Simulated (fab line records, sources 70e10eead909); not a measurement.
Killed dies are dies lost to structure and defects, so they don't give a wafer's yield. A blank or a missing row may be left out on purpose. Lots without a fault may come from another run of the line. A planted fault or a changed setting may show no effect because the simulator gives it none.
Chamber matching | flow nand_harc | NHARC_A_STAIRCASE_TRIM_229 on rie_diel-03: 4 sister chambers
The step chemistry O2, time 211.2 s. 4 wafers are shown with their chamber, then 7 later ones without.

WAFERS WITH THEIR CHAMBER
wafer  | chamber | showerhead_plenum_p_Torr (Torr)
L083.1 | 1       | 3.37
L083.4 | 0       | 3.33
L087.2 | 3       | 3.65
L087.5 | 2       | 3.66

WAFERS WITHOUT THEIR CHAMBER
wafer  | showerhead_plenum_p_Torr (Torr)
L087.6 | 3.65
L092.1 | 3.65
L092.4 | 3.64
L092.6 | 3.32
L094.1 | 3.35
L094.3 | 3.65
L094.6 | 3.35

WHICH CHAMBER EACH WENT THROUGH
wafer  | from the rows above     | in truth
L087.6 | can't be placed: 3 or 2 | 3
L092.1 | can't be placed: 3 or 2 | 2
L092.4 | can't be placed: 3 or 2 | 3
L092.6 | 0                       | 0
L094.1 | can't be placed: 0 or 1 | 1
L094.3 | can't be placed: 3 or 2 | 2
L094.6 | can't be placed: 0 or 1 | 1
Placed correctly: 1 of 7. Can't be placed from these rows: 6 (the true chamber is among the candidates in 6). Placed wrongly: 0.
How it was worked out, from the rows above alone: a wafer's distance from a chamber is the root of the sum, over the readings, of the square of ((its reading less the chamber's mean) divided by the reading's scatter). The wafer belongs to the nearest chamber; if the next one is less than 2 further off, it can't be placed. A chamber's mean is the mean of its shown wafers. The scatter: with one shown wafer a chamber, the root of the mean of the squares of how far each hidden wafer lies from its nearest shown one.
